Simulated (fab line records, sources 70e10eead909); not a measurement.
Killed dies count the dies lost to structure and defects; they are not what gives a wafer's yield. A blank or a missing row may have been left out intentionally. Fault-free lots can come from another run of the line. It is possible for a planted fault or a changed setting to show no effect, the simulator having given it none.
Which tool did it? | flow nandHarc | 18 wafers from 6 lots sampled at 4 of the route's 1302 steps

WHAT EACH GAUGE READ, for each wafer
NHARC_THIN_TSV_CD_MEAS_33: the cd target is 5000 nm.
lot  | measured     | on       | cdNm (nm)
L569 | day 24 14:19 | cdSem-01 | 5000.2 5001.5 5000.5
L577 | day 27 05:44 | cdSem-02 | 5002.2 4997.1 4997.7
L581 | day 28 22:49 | cdSem-01 | 4996.1 5000.7 5000.0
L587 | day 31 02:31 | cdSem-01 | 5003.1 5000.8 4999.9
L588 | day 31 22:21 | cdSem-01 | 5000.2 5001.6 5002.0
L589 | day 32 09:43 | cdSem-01 | 5001.1 4999.3 4996.6

TOOL THAT RAN EACH LOT (tool first, then ch and the chambers of the sampled wafers, then the start)
lot  | NHARC_A_CONTACT_ETCH_125           | NHARC_THIN_TSV_DESCUM_14          | NHARC_THIN_TSV_DEGAS_53
L569 | harCapEtch-01 ch 0,1, day 22 14:07 | rieDiel-03 ch 1,2,3, day 24 08:44 | pvdSputter-03, day 24 13:18
L577 | harCapEtch-02 ch 0,1, day 25 07:19 | rieDiel-03 ch 1,2,3, day 26 23:52 | pvdSputter-01, day 27 04:35
L581 | harCapEtch-03 ch 0,1, day 27 02:11 | rieDiel-03 ch 0,1,2, day 28 16:52 | pvdSputter-01, day 28 21:40
L587 | harCapEtch-01 ch 0, day 29 02:59   | rieDiel-07 ch 0,2, day 30 20:33   | pvdSputter-02, day 31 01:22
L588 | harCapEtch-02 ch 0,1, day 29 22:47 | rieDiel-13 ch 0,2,3, day 31 16:44 | pvdSputter-01, day 31 21:20
L589 | harCapEtch-03 ch 0,1, day 30 06:32 | rieDiel-13 ch 1,2,3, day 32 03:56 | pvdSputter-03, day 32 08:42
- NHARC_A_CONTACT_ETCH_125: etches the open film in C4F8/O2/Ar, time 197 s, target depth 1918 nm.
- NHARC_THIN_TSV_DESCUM_14: chemistry O2, time 3 s.
- NHARC_THIN_TSV_DEGAS_53: time 60 s.

THE ANSWER, worked out from the rows above alone
Rule: the usual values come from the lots themselves. Put in order of their means at a reading, lots are off if they are a third of the lots or fewer, leave a main group of 4 or more, and stand apart from it by a gap of 3 or more times the standard deviation of the main group's means; of several such gaps the widest counts. If all means in a main group match to the digits the tables above print for the reading, that group is not used. Also off: a lot with no number at a reading for which 4 or more lots have one. The other lots that the step has rows for count as sound.
None of the lots is off at any reading shown; this tells nothing.

WHAT THE SIMULATOR HAD PUT IN
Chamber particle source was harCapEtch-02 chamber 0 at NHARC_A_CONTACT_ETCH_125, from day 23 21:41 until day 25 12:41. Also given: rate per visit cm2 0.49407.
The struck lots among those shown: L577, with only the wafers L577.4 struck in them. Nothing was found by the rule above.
